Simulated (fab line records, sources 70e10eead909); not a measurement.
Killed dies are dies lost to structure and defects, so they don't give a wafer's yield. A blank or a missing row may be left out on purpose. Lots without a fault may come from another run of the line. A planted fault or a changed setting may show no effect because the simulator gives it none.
Chamber matching | flow nand_harc | NHARC_A_CHANNEL_FILL_D2_CMP_10 on cmp-02: 4 sister chambers
The step polishes, target thk 150 nm. 4 wafers are shown with their chamber, then 10 later ones without.

WAFERS WITH THEIR CHAMBER
wafer  | chamber | motor_current_A (A)
L089.1 | 1       | 12.7
L090.2 | 3       | 14.2
L091.1 | 2       | 11.6
L091.3 | 0       | 13.0

WAFERS WITHOUT THEIR CHAMBER
wafer  | motor_current_A (A)
L091.5 | 11.0
L092.2 | 11.2
L092.3 | 14.8
L092.4 | 12.3
L093.2 | 11.5
L093.5 | 12.8
L093.6 | 11.3
L096.1 | 12.2
L096.2 | 12.7
L096.3 | 13.5

WHICH CHAMBER EACH WENT THROUGH
wafer  | from the rows above          | in truth
L091.5 | 2                            | 2
L092.2 | 2                            | 2
L092.3 | 3                            | 3
L092.4 | can't be placed: 1 or 0 or 2 | 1
L093.2 | 2                            | 2
L093.5 | can't be placed: 1 or 0      | 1
L093.6 | 2                            | 2
L096.1 | can't be placed: 1 or 2 or 0 | 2
L096.2 | can't be placed: 1 or 0      | 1
L096.3 | can't be placed: 0 or 3 or 1 | 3
Placed correctly: 5 of 10. Can't be placed from these rows: 5 (the true chamber is among the candidates in 5). Placed wrongly: 0.
How it was worked out, from the rows above alone: a wafer's distance from a chamber is the root of the sum, over the readings, of the square of ((its reading less the chamber's mean) divided by the reading's scatter). The wafer belongs to the nearest chamber; if the next one is less than 2 further off, it can't be placed. A chamber's mean is the mean of its shown wafers. The scatter: with one shown wafer a chamber, the root of the mean of the squares of how far each hidden wafer lies from its nearest shown one.
